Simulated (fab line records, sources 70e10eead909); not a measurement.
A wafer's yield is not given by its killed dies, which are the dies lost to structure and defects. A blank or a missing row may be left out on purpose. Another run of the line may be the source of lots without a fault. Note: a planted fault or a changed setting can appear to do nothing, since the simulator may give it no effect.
Chamber matching -- flow nandHarc -- NHARC_P_CONTACT_DEP_30 on pecvd-02 has 3 sister chambers
The step deposits SiNx, target thk 30 nm. 3 wafers are shown with their chamber, then 7 later ones without.

== EACH WAFER AND ITS CHAMBER ==
wafer,chamber,heaterPowerW (W)
L718.6,1,730
L725.1,2,631
L725.3,0,675

== WAFERS MISSING THEIR CHAMBER ==
wafer,heaterPowerW (W)
L725.5,674
L728.1,611
L728.3,618
L728.5,625
L729.1,656
L729.4,644
L729.6,650

== WHICH CHAMBER EACH ONE RAN IN ==
wafer,from the rows above,in truth
L725.5,0,0
L728.1,2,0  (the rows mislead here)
L728.3,2,2
L728.5,2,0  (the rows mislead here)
L729.1,can't be placed: 0 or 2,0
L729.4,can't be placed: 2 or 0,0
L729.6,can't be placed: 2 or 0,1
Correct placement for 2 of the 7. Unplaceable from these rows: 3, with the true chamber sitting among the candidates in 2. Wrongly placed: 2.
How it was worked out, from the rows above alone: a wafer's distance from a chamber is the root of the sum, over the readings, of the square of ((its reading less the chamber's mean) divided by the reading's scatter). If the next closest chamber is less than 2 further off than the closest, the wafer can't be placed; otherwise it belongs to the closest. Each chamber's mean is taken over the wafers shown for it. The scatter: with one shown wafer a chamber, the root of the mean of the squares of how far each hidden wafer lies from its nearest shown one.
